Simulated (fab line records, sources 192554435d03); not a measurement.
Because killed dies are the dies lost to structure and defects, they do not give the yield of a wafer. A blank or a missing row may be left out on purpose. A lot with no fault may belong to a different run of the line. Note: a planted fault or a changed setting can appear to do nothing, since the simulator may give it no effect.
fab line records	flow n5-finfet
[record] lots = 6	wafers = 18	last-day = 18
route steps=1938 shown BEOL_M0_SAQP@693 BEOL_M0_CUTY@701 BEOL_M4@1111 PASSIVATION@1936
lots with no fault: from the same line, run without faults
start-h: hours from the record's first day to the start of the lot's first wafer shown	wait-h: hours from the lot's prior step to this one	" as in the row above	L1.1+2: several wafers, shown together as one row	- either no value or no given start	* or withheld: withheld	< > ~ a bound
route shown NAME@n: NAME is a module with steps in the file, n the number in the route of the first one	usual: mean and standard deviation over wafers with no fault	same: alike in all rows	chamber/n: place in a boat	sites: the reading at each site	_std_site: their standard deviation	_edge_site: outer sites' mean less inner sites'	radius-mm: how far each site lies from the wafer's centre	mask NAME#n: copy n	behind: the last tool/chamber to shape the wafer	hold: why the lot went on hold/how many hours it stayed there/how the hold came to an end	device: the transistor (n, p or np) that didn't switch	end of line: tests of these same wafers at the route's end	a step given without rows: its recipe and nothing more	killed: count of dies lost to structure and defects at first sort (not the wafer's yield)	map: dies across one wafer; x = killed, . = not, _ = none there
set.NAME: setting as actually run; set.NAME@STEP: the setting as run at that earlier step	model.NAME: the simulator's own value behind a step, which no gauge read
lots at some steps of the route; a table a step, a row a wafer
services: when a tool's chamber went out of use (start-h, in hours from the record's first day, below 0 if earlier), for how many hours, and the reason
[[steps]]
[step N5_BEOL_M0_SAQP_ETCH_88]
[recipe] chemistry = N2/H2	target = underlayer	target-depth-a = 65	time-s = 5.2	ion-energy-ev = 200	mask-material = CAR-EUV	pressure-mtorr = 30	source-w = 840	bias-w = 150	n2-flow-sccm = 200	h2-flow-sccm = 200	ends = cleared
[usual] drypump-motor-current-A = 5.5/0.43	etch-rf-on-time-s = 5.21/0.12	oes-product-au = 0.66/0.065	rf-vpp-V = 523.1/2.5	showerhead-plenum-p-Torr = 2.51/0.077	throttle-valve-pct = 17.98/0.22
lot.wafer	tool	chamber	start-h	wait-h	drypump-motor-current-A	etch-rf-on-time-s	oes-product-au	rf-hours-counter-h	rf-vpp-V	showerhead-plenum-p-Torr	throttle-valve-pct
L678.1	rie-diel-06	3	118.47	0.0	5.0	5.35	0.59	249	527.1	2.61	17.97
L678.3	"	0	"	"	6.4	5.28	0.70	62	523.1	2.58	17.62
L678.4	"	1	"	"	5.8	5.07	0.66	139	521.2	2.46	18.17
L686.1	rie-diel-03	2	164.67	0.0	5.2	5.30	0.62	169	524.1	2.64	18.09
L686.4	"	1	"	"	5.6	5.26	0.61	-	522.8	2.54	17.86
L686.5	"	3	"	"	5.7	5.29	0.64	-	522.9	2.44	18.15
L692.2	rie-diel-03	3	206.11	0.0	5.7	5.32	0.63	162	521.9	2.44	18.19
L692.4	"	3	"	"	5.7	5.31	0.63	-	520.2	2.44	18.18
L692.5	"	1	"	"	5.6	5.23	0.61	-	522.1	2.53	17.93
L698.3	rie-diel-04	2	240.02	0.0	4.8	5.30	0.73	50	521.9	2.48	17.66
L698.4	"	0	"	"	6.0	5.14	0.68	142	521.1	2.45	18.01
L698.6	"	3	"	"	4.9	5.09	0.61	-	523.1	2.52	18.02
L699.2	rie-diel-06	2	245.44	0.0	5.7	5.33	0.58	220	523.3	2.50	17.82
L699.5	"	1	"	"	5.8	5.13	0.65	-	523.8	2.44	18.23
L699.6	"	0	"	"	6.4	5.39	0.65	-	526.1	2.56	17.70
L700.3	rie-diel-04	1	256.02	0.0	5.5	5.00	0.81	25	525.2	2.58	18.14
L700.4	"	0	"	"	6.0	5.05	0.67	147	520.1	2.45	18.00
L700.6	"	2	"	"	4.8	5.29	0.72	-	521.5	2.48	17.64
[step N5_BEOL_M0_SAQP_ETCH_73]
[recipe] chemistry = CF4	target = SiARC	target-depth-a = 195	mask-material = CAR-EUV	time-s = 32.5	ion-energy-ev = 80	pressure-mtorr = 40	source-w = 545	bias-w = 36	Ar_flow_sccm = 100	cf4-flow-sccm = 100	ends = cleared
[usual] drypump-motor-current-A = 5.5/0.43	etch-rf-on-time-s = 32.6/0.68	oes-product-au = 0.66/0.065	rf-vpp-V = 183.8/1.2	showerhead-plenum-p-Torr = 2.12/0.066	throttle-valve-pct = 15.71/0.25
lot.wafer	tool	chamber	start-h	wait-h	drypump-motor-current-A	etch-rf-on-time-s	oes-product-au	rf-hours-counter-h	rf-vpp-V	showerhead-plenum-p-Torr	throttle-valve-pct
L678.1	rie-diel-06	3	118.49	0.0	5.0	33.5	0.59	249	185.5	2.18	15.73
L678.3	"	0	"	"	6.4	33.2	0.69	62	184.5	2.16	15.28
L678.4	"	1	"	"	5.8	31.5	0.68	139	183.4	2.07	15.88
L686.1	rie-diel-03	2	164.69	0.0	5.2	33.4	0.61	169	184.4	2.23	15.87
L686.4	"	1	"	"	5.6	32.8	0.61	-	184.6	2.12	15.51
L686.5	"	3	"	"	5.7	33.1	0.65	-	182.6	2.06	16.01
L692.2	rie-diel-03	3	206.13	0.0	5.7	33.4	0.63	162	184.9	2.06	16.05
L692.4	"	3	"	"	5.7	33.3	0.63	-	182.7	2.06	16.03
L692.5	"	1	"	"	5.6	32.8	0.61	-	183.7	2.11	15.52
L698.3	rie-diel-04	2	240.04	0.0	4.9	32.4	0.74	50	184.2	2.09	15.36
L698.4	"	0	"	"	6.1	32.7	0.67	142	183.4	2.06	15.68
L698.6	"	3	"	"	4.9	31.7	0.61	-	182.7	2.13	15.86
L699.2	rie-diel-06	2	245.45	0.0	5.6	33.5	0.57	220	184.5	2.13	15.74
L699.5	"	1	"	"	5.8	32.0	0.65	-	182.7	2.06	15.95
L699.6	"	0	"	"	6.4	33.7	0.65	-	185.0	2.15	15.35
L700.3	rie-diel-04	1	256.04	0.0	5.5	31.5	0.80	25	184.8	2.19	15.82
L700.4	"	0	"	"	6.0	32.5	0.67	147	181.8	2.06	15.71
L700.6	"	2	"	"	4.9	32.9	0.73	-	183.2	2.09	15.38
[step N5_BEOL_M0_SAQP_CUT_ETCH_46]
[recipe] chemistry = N2/H2	target = SOC	target-depth-a = 1350	overetch-a = 270	temp-c = 40	time-s = 202.5	ion-energy-ev = 200	mask-material = SiARC	pressure-mtorr = 30	source-w = 840	bias-w = 150	n2-flow-sccm = 200	h2-flow-sccm = 200
[step N5_BEOL_M0_SAQP_STRIP_74]
[recipe] chemistry = N2/H2	temp-c = 40	n2-flow-sccm = 200	h2-flow-sccm = 200	rf-frequency-hz = 6e+07
[step N5_BEOL_M0_SAQP_STRIP_89]
[recipe] chemistry = N2/H2	temp-c = 40	n2-flow-sccm = 200	h2-flow-sccm = 200	rf-frequency-hz = 6e+07
[step N5_BEOL_M0_SAQP_ALD_48]
[recipe] material = SiO2	target-thk-a = 200	temp-c = 100	ald-precursor-family = BDEAS	ald-co-reactant = O2-plasma	pulse-time-s = 1	co-reactant-pulse-time-s = 1	purge-time-s = 2	co-reactant-purge-time-s = 2	ald-cycles = 139	pressure-torr = 2
[usual] heater-power-w = 79/8.4	precursor-pulse-height-rel = 1.001/0.018
lot.wafer	tool	chamber	start-h	wait-h	heater-power-w	precursor-pulse-height-rel
L678.1	ald-sin-04	3	118.72	0.0	76	0.984
L678.3	"	1	"	"	71	0.997
L678.4	"	2	"	"	70	1.018
L686.1	ald-sin-03	2	164.92	0.0	72	1.000
L686.4	"	0	"	"	71	1.014
L686.5	"	3	"	"	78	1.003
L692.2	ald-sin-02	3	206.93	0.6	79	0.979
L692.4	"	2	"	"	78	0.985
L692.5	"	2	"	"	78	1.010
L698.3	ald-sin-04	1	240.76	0.5	72	0.964
L698.4	"	0	"	"	95	1.003
L698.6	"	0	"	"	96	0.994
L699.2	ald-sin-02	3	245.69	0.0	82	1.006
L699.5	"	2	"	"	77	0.979
L699.6	"	3	"	"	82	0.990
L700.3	ald-sin-04	2	256.77	0.5	72	1.012
L700.4	"	0	"	"	97	1.010
L700.6	"	2	"	"	71	1.023
[step N5_BEOL_M0_SAQP_ETCH_49]
[recipe] chemistry = CF4/O2	target-depth-a = 370	target = SiO2	pressure-mtorr = 40	source-w = 535	bias-w = 49	Ar_flow_sccm = 100	cf4-flow-sccm = 100	O2_flow_sccm = 10	ion-energy-ev = 100
[usual] drypump-motor-current-A = 5.6/0.42	oes_f_703_au = 0.76/0.076	oes-product-au = 0.77/0.078	rf-vpp-V = 241/4.3	showerhead-plenum-p-Torr = 2.19/0.062	throttle-valve-pct = 15.94/0.27
lot.wafer	tool	chamber	start-h	wait-h	drypump-motor-current-A	oes_f_703_au	oes-product-au	rf-hours-counter-h	rf-vpp-V	showerhead-plenum-p-Torr	throttle-valve-pct
L678.1	rie-diel-06	0	119.32	0.3	6.4	0.79	0.83	62	243	2.22	15.52
L678.3	"	3	"	"	5.0	0.69	0.70	249	235	2.24	15.97
L678.4	"	1	"	"	5.8	0.80	0.78	139	238	2.14	16.13
L686.1	rie-diel-03	2	165.45	0.3	5.2	0.74	0.73	170	242	2.30	16.09
L686.4	"	2	"	"	5.1	0.74	0.73	-	243	2.30	16.09
L686.5	"	1	"	"	5.5	0.70	0.74	-	248	2.18	15.74
L692.2	rie-diel-03	2	207.48	0.3	5.1	0.72	0.72	185	242	2.29	16.12
L692.4	"	2	"	"	5.1	0.72	0.71	-	243	2.29	16.11
L692.5	"	3	"	"	5.7	0.74	0.75	-	239	2.12	16.27
L698.3	rie-diel-03	0	241.28	0.3	5.7	0.73	0.74	152	237	2.04	15.94
L698.4	"	3	"	"	5.7	0.72	0.74	174	237	2.11	16.29
L698.6	"	1	"	"	5.6	0.69	0.72	-	248	2.17	15.79
L699.2	rie-diel-06	2	246.21	0.3	5.7	0.66	0.69	220	240	2.19	15.99
L699.5	"	1	"	"	5.8	0.78	0.75	-	236	2.12	16.18
L699.6	"	2	"	"	5.7	0.67	0.69	-	241	2.19	15.97
L700.3	rie-diel-06	0	257.30	0.3	6.4	0.76	0.77	101	243	2.21	15.58
L700.4	"	2	"	"	5.7	0.67	0.69	223	240	2.19	15.98
L700.6	"	2	"	"	5.6	0.67	0.69	-	240	2.19	15.97
[step N5_BEOL_M0_SAQP_STRIP_75]
[recipe] chemistry = CF4	resist = SiARC	power-w = 300	bias-power-w = 75	pressure-mtorr = 50	cf4-flow-sccm = 150	rf-frequency-hz = 6e+07
[usual] drypump-motor-current-A = 5.5/0.42	oes-product-au = 0.178/0.017	rf-vpp-V = 270.7/1.4	showerhead-plenum-p-Torr = 1.78/0.051	throttle-valve-pct = 13.69/0.29
lot.wafer	tool	chamber	start-h	wait-h	drypump-motor-current-A	oes-product-au	rf-hours-counter-h	rf-vpp-V	showerhead-plenum-p-Torr	throttle-valve-pct
L678.1	rie-diel-06	0	119.42	0.1	6.4	0.190	62	272.5	1.80	13.24
L678.3	"	3	"	"	5.0	0.160	249	271.5	1.82	13.75
L678.4	"	1	"	"	5.8	0.180	139	269.3	1.74	13.85
L686.1	rie-diel-03	2	165.55	0.1	5.2	0.167	170	272.9	1.88	13.85
L686.4	"	2	"	"	5.2	0.164	-	271.4	1.88	13.85
L686.5	"	1	"	"	5.6	0.161	-	270.9	1.78	13.54
L692.2	rie-diel-03	2	207.58	0.1	5.2	0.164	185	271.8	1.87	13.88
L692.4	"	2	"	"	5.2	0.168	-	272.5	1.87	13.90
L692.5	"	3	"	"	5.7	0.179	-	268.8	1.74	14.06
L698.3	rie-diel-03	0	241.38	0.1	5.7	0.172	152	268.1	1.66	13.66
L698.4	"	3	"	"	5.7	0.171	174	268.4	1.73	14.09
L698.6	"	1	"	"	5.6	0.159	-	271.5	1.77	13.60
L699.2	rie-diel-06	2	246.31	0.1	5.7	0.162	220	271.8	1.78	13.75
L699.5	"	1	"	"	5.8	0.167	-	270.3	1.73	13.92
L699.6	"	2	"	"	5.7	0.166	-	269.1	1.78	13.74
L700.3	rie-diel-06	0	257.40	0.1	6.4	0.176	101	271.3	1.79	13.33
L700.4	"	2	"	"	5.7	0.165	223	271.6	1.78	13.75
L700.6	"	2	"	"	5.7	0.160	-	270.5	1.78	13.72
[step N5_BEOL_M0_CUTY_COAT_50]
[recipe] resist = SiARC	temp-c = 220	time-s = 60	spin-rpm = 1500	resist-thk-nm = 15
[step N5_BEOL_M0_CUTY_COAT_51]
[recipe] resist = CAR-ArF-block	spin-rpm = 1500	resist-thk-nm = 150
[step N5_BEOL_M0_CUTY_EBR_52]
[recipe] solvent = PGMEA	ebr-width-mm = 1.5
[step N5_BEOL_M0_CUTY_SOFTBAKE_53]
[recipe] temp-c = 110	time-s = 60	resist = CAR-ArF-block
[step N5_BEOL_M0_CUTY_EXPOSE_54]
[recipe] mask-id = M0_ABLK	na = 1.35	source-shape = conventional	sigma-outer = 0.8	polarization = unpolarized	dose-mj = 36
lot.wafer	tool	chamber	start-h	wait-h	mask	model.BEOL_M0_CUTY.overlay-x-nm
L678.1+3+4	arfi-scanner-02	0	119.69	-	M0_ABLK#0	0.4
L686.1+4+5	arfi-scanner-01	0	165.82	-	M0_ABLK#0	0
L692.2+4+5	arfi-scanner-03	0	207.85	-	M0_ABLK#0	-0.6
L698.3+4+6	arfi-scanner-01	0	241.66	-	M0_ABLK#0	0.2
L699.2+5+6	arfi-scanner-01	0	246.46	-	M0_ABLK#0	11
L700.3+4+6	arfi-scanner-01	0	257.55	-	M0_ABLK#0	11.6
[step N5_BEOL_M0_CUTY_PEB_55]
[recipe] peb-temp-c = 110	peb-time-s = 60	resist = CAR-ArF-block
[step N5_BEOL_M0_CUTY_DEVELOP_56]
[recipe] develop-time-s = 30	developer = TMAH	resist = CAR-ArF-block	rinse-liquid = diw	dry = air-spin	dev-temp-c = 23
[step N5_BEOL_M0_CUTY_CD_MEAS_57]
[recipe] target-cd-nm = 200	landing-energy-ev = 500	detector = se-inlens	polarity = line
[usual] cd-nm = 199.5/1.1
lot.wafer	tool	chamber	start-h	wait-h	cd-nm
L678.1	cd-sem-02	0	119.81	-	199.6
L678.3	"	0	"	"	199.9
L678.4	"	0	"	"	201.0
L686.1	cd-sem-01	0	165.94	-	197.8
L686.4	"	0	"	"	198.3
L686.5	"	0	"	"	199.1
L692.2	cd-sem-01	0	207.97	-	199.9
L692.4	"	0	"	"	199.9
L692.5	"	0	"	"	200.6
L698.3	cd-sem-02	0	241.78	-	198.4
L698.4	"	0	"	"	198.3
L698.6	"	0	"	"	196.5
L699.2	cd-sem-03	0	246.58	-	199.3
L699.5	"	0	"	"	199.1
L699.6	"	0	"	"	198.9
L700.3	cd-sem-01	0	257.67	-	198.6
L700.4	"	0	"	"	199.3
L700.6	"	0	"	"	198.5
[step N5_BEOL_M0_CUTY_OVL_MEAS_58]
[recipe] points-per-wafer = 44
[usual] M0_ABLK_OVL = -0.2/0.83
lot.wafer	tool	chamber	start-h	wait-h	M0_ABLK_OVL[nm]
L678.1	overlay-02	0	119.84	0.0	0.2
L678.3	"	0	"	"	0.2
L678.4	"	0	"	"	-1.3
L686.1	overlay-01	0	165.97	0.0	-0.2
L686.4	"	0	"	"	-1.0
L686.5	"	0	"	"	-0.2
L692.2	overlay-02	0	208.00	0.0	-0.6
L692.4	"	0	"	"	-0.2
L692.5	"	0	"	"	-0.5
L698.3	overlay-01	0	241.81	0.0	0.1
L698.4	"	0	"	"	0.8
L698.6	"	0	"	"	0.5
L699.2	overlay-02	0	246.61	0.0	11.0
L699.5	"	0	"	"	11.4
L699.6	"	0	"	"	10.9
L700.3	overlay-02	0	257.69	0.0	11.0
L700.4	"	0	"	"	10.9
L700.6	"	0	"	"	10.5
[step N5_BEOL_M0_CUTY_INSPECT_59]
[recipe] mode = adi	inspect-instrument = macro
[usual] raw-defect-count = 1.9/1.4
lot.wafer	tool	chamber	start-h	wait-h	raw-defect-count
L678.1	defect-inspect-01	-	119.86	0.0	2
L678.3	"	-	"	"	3
L678.4	"	-	"	"	2
L686.1	defect-inspect-02	-	166.00	0.0	2
L686.4	"	-	"	"	3
L686.5	"	-	"	"	1
L692.2	defect-inspect-02	-	208.02	0.0	3
L692.4	"	-	"	"	4
L692.5	"	-	"	"	4
L698.3	defect-inspect-02	-	241.84	0.0	3
L698.4	"	-	"	"	2
L698.6	"	-	"	"	0
L699.2	defect-inspect-02	-	246.63	0.0	2
L699.5	"	-	"	"	5
L699.6	"	-	"	"	2
L700.3	defect-inspect-01	-	257.72	0.0	2
L700.4	"	-	"	"	4
L700.6	"	-	"	"	0
[step N5_BEOL_M4_RC_MEAS_101]
[usual] DIBL_N = 35.9/1.7	DIBL_P = 35.8/2.2	IOFF_N = 0.15/0.03	IOFF_P = 0.21/0.036	ION_N = 674/12	ION_P = 463/7.2	SS_N = 71.3/0.59	SS_P = 73.1/0.69	VT_N = 250/3	VT_P = -251/3.2
lot.wafer	tool	chamber	start-h	wait-h	DIBL_N[mV/V]	DIBL_P[mV/V]	IOFF_N[nA/um]	IOFF_P[nA/um]	ION_N[uA/um]	ION_P[uA/um]	SS_N[mV/dec]	SS_P[mV/dec]	VT_N[mV]	VT_P[mV]
L678.1	prober-01	0	175.30	0.0	36.5	34.7	0.15	0.19	667	457	70.6	72.4	249	-249
L678.3	"	0	"	"	37.5	36.7	0.18	0.22	692	471	70.7	73.5	243	-252
L678.4	"	0	"	"	36.2	34.7	0.15	0.18	676	464	70.9	72.9	246	-253
L686.1	prober-02	0	237.32	0.0	34.5	34.1	0.14	0.15	661	445	70.5	73.3	249	-259
L686.4	"	0	"	"	35.1	34.5	0.14	0.16	663	446	70.4	73.5	249	-256
L686.5	"	0	"	"	33.0	32.9	0.11	0.14	659	448	70.3	73.3	253	-261
L692.2	prober-01	0	268.94	0.2	34.4	36.4	0.15	0.19	675	463	71.0	73.3	250	-250
L692.4	"	0	"	"	36.4	38.8	0.18	0.23	679	461	71.9	73.9	248	-250
L692.5	"	0	"	"	32.5	34.2	0.12	0.16	669	467	70.7	73.5	254	-251
L698.3	prober-02	0	307.67	0.3	37.7	37.0	0.20	0.23	693	470	72.2	73.7	244	-250
L698.4	"	0	"	"	35.1	33.8	0.14	0.19	672	461	72.2	72.1	250	-250
L698.6	"	0	"	"	36.1	35.1	0.16	0.20	677	457	72.2	73.6	249	-250
L699.2	prober-02	0	310.18	0.2	38.9	39.8	0.24	0.29	713	477	72.0	75.0	242	-246
L699.5	"	0	"	"	35.2	34.7	0.14	0.18	664	453	71.2	73.0	252	-254
L699.6	"	0	"	"	36.2	37.5	0.17	0.23	689	475	71.3	74.0	248	-249
L700.3	prober-02	0	315.68	0.3	34.9	34.7	0.12	0.16	678	454	70.8	72.5	255	-255
L700.4	"	0	"	"	38.3	39.3	0.18	0.22	681	469	72.2	73.7	249	-251
L700.6	"	0	"	"	37.3	36.8	0.15	0.19	678	460	71.2	73.5	252	-253
[step N5_PASSIVATION_PROBE_49]
[usual] defect-limited-yield = 91.0/1.5	killed_at_M0_to_M3 = 35/12	killed_at_M4_up = 15/5.8	killed-at-contacts = 14/7.2	killed-at-front-end = 40/10	killed-at-other = 3/3	killed-dies = 106/18	killed-on-rim = 14/4	killed-open = 68/14	killed-short = 35/7.2	sort_bin_5_function = 5.2/0.96	sort_bin_6_memory = 3.3/0.69	sort-n-pass = 1074/18	sort-yield-pct = 91.0/1.5
[same] gross-dies = 1180	killed-at-back-side = 0	sort_bin_4_leakage[%] = 0	sort_bin_8_speed[%] = 0
lot.wafer	tool	chamber	start-h	wait-h	defect-limited-yield[%]	killed_at_M0_to_M3	killed_at_M4_up	killed-at-contacts	killed-at-front-end	killed-at-other	killed-dies	killed-on-rim	killed-open	killed-short	sort_bin_5_function[%]	sort_bin_6_memory[%]	sort-n-pass	sort-yield-pct[%]
L678.1	prober-02	-	298.63	0.0	94.2	21	8	2	37	1	69	10	43	23	3.4	2.2	1111	94.2
L678.3	prober-02	-	298.73	0.1	91.2	37	12	11	44	0	104	9	64	37	5.7	3.1	1076	91.2
L678.4	prober-02	-	298.78	0.2	92.4	39	10	2	37	2	90	12	44	43	4.9	2.2	1090	92.4
L686.1	prober-02	-	343.57	0.0	91.4	27	17	17	35	6	102	9	64	31	5.1	3.1	1078	91.4
L686.4	prober-02	-	343.72	0.2	90.8	29	33	15	30	1	108	16	75	32	5.0	3.8	1072	90.8
L686.5	prober-02	-	343.77	0.2	92.4	23	19	14	33	1	90	9	53	33	4.0	3.4	1090	92.4
L692.2	prober-02	-	365.15	0.6	90.6	38	16	17	37	3	111	15	67	36	4.9	3.9	1069	90.6
L692.4	prober-02	-	365.25	0.7	91.0	48	17	6	35	0	106	12	76	30	5.8	3.1	1074	91.0
L692.5	prober-02	-	365.30	0.7	91.2	47	15	4	29	9	104	14	55	44	4.8	3.4	1076	91.2
L699.2	prober-02	-	414.01	0.4	89.6	27	17	28	48	3	123	21	82	40	6.3	3.5	1057	89.6
L699.5	prober-02	-	414.16	0.5	90.9	26	13	23	39	6	107	19	73	30	4.5	4.2	1073	90.9
L699.6	prober-02	-	414.21	0.6	90.8	26	18	15	39	10	108	13	77	29	5.3	3.4	1072	90.8
L698.3	prober-02	-	415.39	0.1	91.7	22	12	10	42	12	98	10	63	33	5.1	3.1	1082	91.7
L698.4	prober-02	-	415.44	0.2	93.1	21	7	14	35	4	81	8	48	29	3.7	2.7	1099	93.1
L698.6	prober-02	-	415.54	0.3	89.7	33	17	7	59	6	122	20	56	60	6.6	3.1	1058	89.7
L700.3	prober-02	-	425.06	0.1	88.6	33	12	8	80	1	134	18	93	37	6.8	4.1	1046	88.6
L700.4	prober-02	-	425.11	0.2	90.8	27	15	16	47	4	109	19	69	33	5.0	3.8	1071	90.8
L700.6	prober-02	-	425.21	0.3	90.5	32	21	8	47	4	112	16	72	35	5.1	3.8	1068	90.5
// killed by level:class
L678.1 FIN_SAQP:geometric-particle:short=10 BEOL_M3:geometric-particle:open=8 BEOL_M2:geometric-particle:open=7 GATE_CUT:geometric-particle:open=4 GATE_CUT:geometric-particle:short=4 STARTING-WAFER:geometric-particle:open=4 STI_FIN_REVEAL:geometric-particle:open=3 FIN_SAQP:geometric-particle:open=2
L678.3 BEOL_M0_SAQP:geometric-particle:short=12 MOL_CONTACT_COAG:geometric-particle:open=9 BEOL_M0_SAQP:geometric-particle:open=9 FIN_SAQP:geometric-particle:short=7 DUMMY_GATE:geometric-particle:open=7 BEOL_M4:geometric-particle:open=7 ILD0:geometric-particle:open=6 BEOL_M1:geometric-particle:open=6
L678.4 BEOL_M0_SAQP:geometric-particle:short=9 FIN_SAQP:geometric-particle:short=8 GATE_CUT:geometric-particle:short=8 BEOL_M3:geometric-particle:open=8 BEOL_M0_SAQP:geometric-particle:open=8 BEOL_M2:geometric-particle:open=6 SPACER0:geometric-particle:short=4 BEOL_M6:geometric-particle:open=4
L686.1 MOL_CONTACT_COAG:geometric-particle:open=13 STI_FIN_REVEAL:geometric-particle:open=8 BEOL_M4:geometric-particle:open=7 BEOL_M0:geometric-particle:open=7 BEOL_M2:geometric-particle:open=7 FIN_SAQP:geometric-particle:short=6 BEOL_M8:geometric-particle:open=5 STARTING-WAFER:geometric-particle:short=4
L686.4 BEOL_M4:geometric-particle:open=20 MOL_CONTACT_COAG:geometric-particle:open=13 FIN_SAQP:geometric-particle:short=11 BEOL_M3:geometric-particle:open=7 BEOL_M3:geometric-particle:short=5 BEOL_M0_SAQP:geometric-particle:short=5 BEOL_M8:geometric-particle:open=5 FIN_SAQP:geometric-particle:open=4
L686.5 MOL_CONTACT_COAG:geometric-particle:open=13 STI_FIN_REVEAL:geometric-particle:open=8 BEOL_M4:geometric-particle:open=7 FIN_SAQP:geometric-particle:short=5 FIN_SAQP:geometric-particle:open=4 BEOL_M0:geometric-particle:short=4 STARTING-WAFER:geometric-particle:short=4 STI_FIN_REVEAL:geometric-particle:short=3
L692.2 BEOL_M2:geometric-particle:open=15 FIN_SAQP:geometric-particle:short=10 MOL_CONTACT_COAG:geometric-particle:open=10 FIN_SAQP:geometric-particle:open=9 BEOL_M4:geometric-particle:open=8 BEOL_M3:geometric-particle:open=7 MOL_CONTACT_COAG:geometric-particle:short=6 HKMG_FIN:area-etch=6
L692.4 BEOL_M0_SAQP:geometric-particle:open=13 BEOL_M4:geometric-particle:open=11 BEOL_M3:geometric-particle:open=9 BEOL_M0_SAQP:geometric-particle:short=7 BEOL_M2:geometric-particle:open=7 FIN_SAQP:geometric-particle:open=5 ILD0:geometric-particle:open=5 MOL_CONTACT_COAG:geometric-particle:open=5
L692.5 BEOL_M0_SAQP:geometric-particle:short=13 BEOL_M0_SAQP:geometric-particle:open=13 BEOL_M2:geometric-particle:open=10 FIN_SAQP:geometric-particle:short=8 BEOL_M4:geometric-particle:open=7 BEOL_M3:geometric-particle:open=5 FIN_SAQP:geometric-particle:open=4 GATE_CUT:geometric-particle:short=4
L699.2 MOL_CONTACT_COAG:geometric-particle:open=25 STI_FIN_REVEAL:geometric-particle:open=14 BEOL_M0_SAQP:geometric-particle:short=13 BEOL_M0_SAQP:geometric-particle:open=8 GATE_CUT:geometric-particle:short=7 BEOL_M4:geometric-particle:open=7 FIN_SAQP:geometric-particle:short=6 BEOL_M7:geometric-particle:open=4
L699.5 MOL_CONTACT_COAG:geometric-particle:open=17 STI_FIN_REVEAL:geometric-particle:open=8 BEOL_M0_SAQP:geometric-particle:open=7 BEOL_M1:geometric-particle:short=6 MOL_CONTACT_COAG:geometric-particle:short=6 DUMMY_GATE:geometric-particle:open=5 BEOL_M4:geometric-particle:open=5 FIN_SAQP:geometric-particle:short=4
L699.6 MOL_CONTACT_COAG:geometric-particle:open=15 FIN_SAQP:geometric-particle:open=9 STI_FIN_REVEAL:geometric-particle:open=9 BEOL_M4:geometric-particle:open=7 BEOL_M0_SAQP:geometric-particle:short=5 BEOL_M2:geometric-particle:open=5 BEOL_M3:geometric-particle:open=5 FIN_SAQP:geometric-particle:short=4
L698.3 STI_FIN_REVEAL:geometric-particle:open=16 BEOL_M0_SAQP:geometric-particle:open=7 MOL_CONTACT_COAG:geometric-particle:open=7 STARTING-WAFER:geometric-particle:short=6 FIN_SAQP:geometric-particle:open=5 ILD0:geometric-particle:short=5 BEOL_M0_SAQP:geometric-particle:short=5 BEOL_M1:geometric-particle:open=4
L698.4 MOL_CONTACT_COAG:geometric-particle:open=9 BEOL_M0_SAQP:geometric-particle:open=7 BEOL_M0_SAQP:geometric-particle:short=7 FIN_SAQP:geometric-particle:short=6 FIN_SAQP:geometric-particle:open=6 STI_FIN_REVEAL:geometric-particle:open=5 STARTING-WAFER:geometric-particle:open=5 ILD0:geometric-particle:short=4
L698.6 FIN_SAQP:geometric-particle:short=20 BEOL_M0_SAQP:geometric-particle:short=14 FIN_SAQP:geometric-particle:open=12 BEOL_M4:geometric-particle:open=7 MOL_CONTACT_COAG:geometric-particle:open=6 BEOL_M1:geometric-particle:open=6 BEOL_M0_SAQP:geometric-particle:open=5 STI_FIN_REVEAL:geometric-particle:short=4
L700.3 FIN_SAQP:geometric-particle:open=20 STI_FIN_REVEAL:geometric-particle:open=19 FIN_SAQP:geometric-particle:short=14 BEOL_M0_SAQP:geometric-particle:open=11 DUMMY_GATE:geometric-particle:open=8 BEOL_M4:geometric-particle:open=7 MOL_CONTACT_COAG:geometric-particle:open=6 BEOL_M0_SAQP:geometric-particle:short=6
L700.4 MOL_CONTACT_COAG:geometric-particle:open=14 BEOL_M0_SAQP:geometric-particle:open=14 FIN_SAQP:geometric-particle:short=7 DUMMY_GATE:geometric-particle:open=7 BEOL_M0_SAQP:geometric-particle:short=7 FIN_SAQP:geometric-particle:open=6 STI_FIN_REVEAL:geometric-particle:open=6 STI_FIN_REVEAL:geometric-particle:short=4
L700.6 BEOL_M2:geometric-particle:open=13 STI_FIN_REVEAL:geometric-particle:short=8 BEOL_M0_SAQP:geometric-particle:short=7 BEOL_M4:geometric-particle:open=7 FIN_SAQP:geometric-particle:open=6 STI_FIN_REVEAL:geometric-particle:open=6 MOL_CONTACT_COAG:geometric-particle:open=6 BEOL_M0_SAQP:geometric-particle:open=6
[[services]]
tool	chamber	start-h	hours	kind
arfi-scanner-03	-	96.31	1.3	pm
rie-diel-03	1	101.96	13.8	repair
arfi-scanner-02	-	103.88	0.8	pm
arfi-scanner-02	-	132.63	1.3	pm
arfi-scanner-03	-	132.94	1.0	pm
rie-diel-04	3	133.22	25.4	repair
arfi-scanner-01	-	135.53	6.0	pm
arfi-scanner-02	-	143.24	3.9	pm
arfi-scanner-03	-	146.20	1.0	pm
arfi-scanner-01	-	147.93	4.5	repair
rie-diel-04	-	156.34	0.4	repair
rie-diel-03	0	159.43	22.4	repair
rie-diel-06	-	162.87	1.0	repair
rie-diel-06	1	168.49	4.1	repair
ald-sin-03	2	175.94	10.6	repair
ald-sin-03	-	176.75	14.0	pm
arfi-scanner-03	-	178.86	0.8	pm
arfi-scanner-02	-	179.51	4.9	pm
arfi-scanner-01	-	185.31	1.3	pm
rie-diel-03	0	188.15	20.7	repair
arfi-scanner-01	-	195.73	2.1	repair
ald-sin-04	0	204.08	6.1	repair
ald-sin-02	-	210.48	4.3	pm
arfi-scanner-01	-	212.53	0.8	pm
[[key]]
[first-sign] step = N5_BEOL_M0_CUTY_OVL_MEAS_58	reading = M0_ABLK_OVL	direction = up	sigmas = 13	usual = -0.2	struck = 11.0
effect none on later readings
[model-effect] step = N5_BEOL_M0_CUTY_EXPOSE_54	value = BEOL_M0_CUTY.overlay-x-nm	without = -0.9	struck = 11.3
met-at N5_BEOL_M0_CUTY_EXPOSE_54
struck-wafers L699.2,L699.5,L699.6,L700.3,L700.4,L700.6
onset-between 241.66 246.46
also-fits time
[fault] kind = scanner-matching-overlay	tool = arfi-scanner-01	chamber = -	onset-h = 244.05	steps = N5_BEOL_M0_CUTY_EXPOSE_54	offset = 12.103
